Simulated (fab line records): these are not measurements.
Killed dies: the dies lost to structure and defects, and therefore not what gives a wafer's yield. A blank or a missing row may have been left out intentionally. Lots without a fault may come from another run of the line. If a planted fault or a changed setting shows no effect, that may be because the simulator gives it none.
Which tool did it? + flow nandHarc + 13 lots, 39 wafers sampled, at 5 steps of a route of 1302

== WHAT THE GAUGES READ, wafer by wafer ==
NHARC_P_M1_CD_MEAS_09: target cd 130 nm. Usual: 129.9 nm for cdNm, sd 0.51.
| lot  | measured     | on       | cdNm (nm)         | flag |
|------|--------------|----------|-------------------|------|
| L786 | day 6 04:46  | cdSem-01 | 130.3 129.6 129.4 |      |
| L787 | day 6 09:27  | cdSem-03 | 129.9 130.3 130.0 |      |
| L791 | day 8 02:45  | cdSem-01 | 129.8 130.6 130.4 |      |
| L792 | day 8 20:38  | cdSem-02 | 130.5 130.7 129.9 |      |
| L793 | day 9 04:41  | cdSem-03 | 129.2 130.0 130.1 |      |
| L794 | day 9 18:39  | cdSem-01 | 130.0 129.5 129.9 |      |
| L796 | day 10 17:04 | cdSem-01 | 129.6 129.6 129.5 |      |
| L800 | day 12 08:12 | cdSem-02 | 130.0 130.6 130.4 |      |
| L805 | day 14 04:22 | cdSem-01 | 130.1 130.4 130.3 |      |
| L806 | day 14 15:13 | cdSem-01 | 130.9 131.1 130.2 |      |
| L807 | day 14 23:39 | cdSem-02 | 129.5 129.0 130.2 |      |
| L808 | day 15 12:25 | cdSem-01 | 130.0 129.2 129.8 |      |
| L809 | day 16 01:41 | cdSem-02 | 129.7 129.8 130.1 |      |

NHARC_P_M1_CD_MEAS_16. Usual: 129.8 nm for cdNm, sd 0.66.
| lot  | measured     | on       | cdNm (nm)         | flag |
|------|--------------|----------|-------------------|------|
| L786 | day 6 05:15  | cdSem-02 | 130.0 129.4 129.0 |      |
| L787 | day 6 09:56  | cdSem-01 | 129.1 129.8 129.6 |      |
| L791 | day 8 03:14  | cdSem-03 | 130.0 130.5 129.8 |      |
| L792 | day 8 21:08  | cdSem-02 | 130.3 130.7 130.0 |      |
| L793 | day 9 05:12  | cdSem-03 | 129.0 129.6 129.6 |      |
| L794 | day 9 19:11  | cdSem-01 | 130.3 128.8 129.8 |      |
| L796 | day 10 17:33 | cdSem-01 | 129.1 129.1 129.2 |      |
| L800 | day 12 08:42 | cdSem-03 | 129.6 130.7 130.4 |      |
| L805 | day 14 04:54 | cdSem-01 | 129.9 130.7 130.4 |      |
| L806 | day 14 15:45 | cdSem-03 | 130.4 130.9 130.5 |      |
| L807 | day 15 00:08 | cdSem-01 | 129.0 129.3 130.0 |      |
| L808 | day 15 12:54 | cdSem-03 | 129.7 128.9 129.2 |      |
| L809 | day 16 02:10 | cdSem-01 | 129.6 129.7 130.4 |      |

NHARC_END_SORT_01. Usual: for defectLimitedYield, 90.7 % with a standard deviation of 2.6; for killedAtArray, 59 with a standard deviation of 17; for killedAtOther, 0.7 with a standard deviation of 0.9; for killedAtPeriphery, 3.6 with a standard deviation of 2.3; for killedDies, 63 with a standard deviation of 18; for killedOpen, 3.4 with a standard deviation of 1.9; for killedShort, 2.6 with a standard deviation of 1.7.
| lot  | measured     | on        | defectLimitedYield (%) | killedAtArray | killedAtOther | killedAtPeriphery | killedDies | killedOpen | killedShort | flag |
|------|--------------|-----------|------------------------|---------------|---------------|-------------------|------------|------------|-------------|------|
| L786 | day 24 19:20 | prober-01 | 90.1 92.2 91.1         | 64 53 55      | 0 0 0         | 3 0 5             | 67 53 60   | 3 3 4      | 7 1 4       |      |
| L787 | day 24 19:19 | prober-02 | 88.5 89.4 88.9         | 74 67 70      | 0 0 0         | 4 5 5             | 78 72 75   | 2 8 3      | 3 0 1       |      |
| L791 | day 25 22:58 | prober-01 | 88.3 86.9 90.4         | 76 86 63      | 1 2 2         | 2 1 0             | 79 89 65   | 3 3 2      | 4 9 0       |      |
| L792 | day 27 11:55 | prober-01 | 91.0 89.2 90.3         | 57 67 61      | 0 1 0         | 4 5 5             | 61 73 66   | 7 3 2      | 2 2 2       |      |
| L793 | day 27 06:02 | prober-02 | 87.9 86.3 87.1         | 75 87 79      | 1 1 2         | 6 5 6             | 82 93 87   | 5 5 2      | 4 3 1       |      |
| L794 | day 28 12:28 | prober-01 | 87.1 85.2 86.3         | 79 92 86      | 1 2 0         | 7 6 7             | 87 100 93  | 3 6 3      | 4 2 2       |      |
| L796 | day 29 13:07 | prober-02 | 94.7 94.2 93.1         | 33 39 44      | 0 0 0         | 3 0 3             | 36 39 47   | 0 4 9      | 1 2 2       |      |
| L800 | day 30 09:19 | prober-02 | 89.5 88.0 85.8         | 69 76 92      | 0 0 0         | 2 5 4             | 71 81 96   | 3 2 2      | 0 1 6       |      |
| L805 | day 32 01:13 | prober-02 | 90.8 91.1 92.6         | 55 51 46      | 0 2 0         | 7 7 4             | 62 60 50   | 1 7 0      | 1 2 1       |      |
| L806 | day 33 16:14 | prober-02 | 94.1 95.0 94.5         | 37 31 33      | 1 2 3         | 2 1 1             | 40 34 37   | 2 5 4      | 6 3 1       |      |
| L807 | day 33 15:20 | prober-01 | 91.7 87.7 91.6         | 53 75 52      | 2 5 1         | 1 3 4             | 56 83 57   | 1 6 3      | 2 5 6       |      |
| L808 | day 33 23:11 | prober-01 | 94.7 94.4 94.2         | 29 32 35      | 3 2 1         | 4 4 3             | 36 38 39   | 7 7 1      | 2 2 3       |      |
| L809 | day 34 07:04 | prober-01 | 89.4 91.1 90.3         | 69 58 64      | 0 1 0         | 3 1 2             | 72 60 66   | 0 6 1      | 4 3 1       |      |

== WHICH TOOL RAN EACH LOT (tool, then ch and the chambers of the sampled wafers, then the start) ==
| lot  | NHARC_P_M0_STRIP_18               | NHARC_P_M1_SOFTBAKE_04           |
|------|-----------------------------------|----------------------------------|
| L786 | rieDiel-12 ch 1,2, day 6 01:24    | lithoTrack-06 ch 0, day 6 04:00  |
| L787 | rieDiel-12 ch 2,3, day 6 06:02    | lithoTrack-04 ch 0, day 6 09:00  |
| L791 | rieDiel-06 ch 0,1,3, day 7 23:23  | lithoTrack-01 ch 0, day 8 02:00  |
| L792 | rieDiel-12 ch 1,2,3, day 8 17:22  | lithoTrack-01 ch 0, day 8 20:00  |
| L793 | rieDiel-06 ch 0,1,3, day 9 01:12  | lithoTrack-04 ch 0, day 9 04:00  |
| L794 | rieDiel-06 ch 0,3, day 9 15:08    | lithoTrack-04 ch 0, day 9 18:00  |
| L796 | rieDiel-09 ch 1,2,3, day 10 13:38 | lithoTrack-01 ch 0, day 10 16:00 |
| L800 | rieDiel-09 ch 1,2,3, day 12 04:32 | lithoTrack-01 ch 0, day 12 07:00 |
| L805 | rieDiel-12 ch 0,2,3, day 14 00:45 | lithoTrack-06 ch 0, day 14 03:00 |
| L806 | rieDiel-12 ch 0,1,3, day 14 11:42 | lithoTrack-06 ch 0, day 14 14:00 |
| L807 | rieDiel-12 ch 1,2,3, day 14 20:08 | lithoTrack-04 ch 0, day 14 23:00 |
| L808 | rieDiel-06 ch 1,2, day 15 08:55   | lithoTrack-06 ch 0, day 15 11:00 |
| L809 | rieDiel-06 ch 0,1, day 15 22:11   | lithoTrack-06 ch 0, day 16 01:00 |
- NHARC_P_M0_STRIP_18: strips in N2/H2.
- NHARC_P_M1_SOFTBAKE_04: time 55 s.

== AS READ BY THE TOOLS THEMSELVES (means over the sampled wafers that have a number; for cases with no such wafer, the mark the record gives instead) ==
NHARC_P_M0_STRIP_18. Usual: drypumpMotorCurrentA 5.8 A, standard deviation 0.43; oesProductAu 1.000 a.u., standard deviation 0.0085; rfFwdPowerW 997.0 W, standard deviation 2.7; rfVppV 90.6 V, standard deviation 0.79; showerheadPlenumPTorr 2.03 Torr, standard deviation 0.049; throttleValvePct 14.172 %, standard deviation 0.0095.
| lot  | tool       | drypumpMotorCurrentA (A) | oesProductAu (a.u.) | rfFwdPowerW (W) | rfVppV (V) | showerheadPlenumPTorr (Torr) | throttleValvePct (%) | flag |
|------|------------|--------------------------|---------------------|-----------------|------------|------------------------------|----------------------|------|
| L786 | rieDiel-12 | 5.6                      | 1.001               | 992.7           | 90.0       | 2.04                         | 14.168               |      |
| L787 | rieDiel-12 | 6.0                      | 1.008               | 999.0           | 89.2       | 2.01                         | 14.171               |      |
| L791 | rieDiel-06 | 5.8                      | 0.999               | 997.5           | 90.5       | 2.05                         | 14.168               |      |
| L792 | rieDiel-12 | 5.8                      | 1.001               | 998.0           | 90.4       | 2.02                         | 14.177               |      |
| L793 | rieDiel-06 | 5.8                      | 0.992               | 996.9           | 91.1       | 2.04                         | 14.168               |      |
| L794 | rieDiel-06 | 5.8                      | 1.001               | 998.3           | 90.0       | 2.00                         | 14.180               |      |
| L796 | rieDiel-09 | 5.9                      | 1.001               | 997.5           | 90.9       | 2.05                         | 14.174               |      |
| L800 | rieDiel-09 | 5.9                      | 0.997               | 997.5           | 91.2       | 2.04                         | 14.181               |      |
| L805 | rieDiel-12 | 5.7                      | 0.994               | 996.3           | 90.7       | 2.01                         | 14.172               |      |
| L806 | rieDiel-12 | 6.0                      | 1.001               | 998.3           | 90.3       | 2.03                         | 14.170               |      |
| L807 | rieDiel-12 | 5.8                      | 0.990               | 994.2           | 91.0       | 2.01                         | 14.175               |      |
| L808 | rieDiel-06 | 5.3                      | 1.008               | 995.9           | 90.5       | 2.07                         | 14.172               |      |
| L809 | rieDiel-06 | 5.8                      | 0.999               | 996.7           | 91.5       | 2.07                         | 14.165               |      |

NHARC_P_M1_SOFTBAKE_04. Usual: 188.43 W for heaterPowerTotalW, sd 0.12.
| lot  | tool          | heaterPowerTotalW (W) | flag |
|------|---------------|-----------------------|------|
| L786 | lithoTrack-06 | 188.47                |      |
| L787 | lithoTrack-04 | 188.48                |      |
| L791 | lithoTrack-01 | 188.43                |      |
| L792 | lithoTrack-01 | 188.45                |      |
| L793 | lithoTrack-04 | 188.43                |      |
| L794 | lithoTrack-04 | 188.39                |      |
| L796 | lithoTrack-01 | 179.99                | OFF  |
| L800 | lithoTrack-01 | 180.08                | OFF  |
| L805 | lithoTrack-06 | 188.39                |      |
| L806 | lithoTrack-06 | 188.47                |      |
| L807 | lithoTrack-04 | 188.34                |      |
| L808 | lithoTrack-06 | 188.56                |      |
| L809 | lithoTrack-06 | 188.41                |      |

== THE ANSWER, worked out from the rows above alone ==
Rule: lot off if the mean of its wafers having a number is beyond 3 standard deviations from the usual mean. Also off: a lot with no number at a reading for which 4 or more lots have one. The other lots that the step has rows for count as sound. The gauges are gone through in route order, then the tools' own readings, and for those a lot's mean is taken as printed above. At the first step where some lot is off, the reading lying furthest off is the one used; lots without a number count as furthest.
Off: L796, L800, at NHARC_P_M1_SOFTBAKE_04 (heaterPowerTotalW).
If a tool, at that step or one of the process steps before it, ran each lot that is off and ran no sound lot following the first of them, it fits. Can't be told from this: 2 tools fit, rieDiel-09 at NHARC_P_M0_STRIP_18, lithoTrack-01 at NHARC_P_M1_SOFTBAKE_04.

== WHAT HAD BEEN PUT IN BY THE SIMULATOR ==
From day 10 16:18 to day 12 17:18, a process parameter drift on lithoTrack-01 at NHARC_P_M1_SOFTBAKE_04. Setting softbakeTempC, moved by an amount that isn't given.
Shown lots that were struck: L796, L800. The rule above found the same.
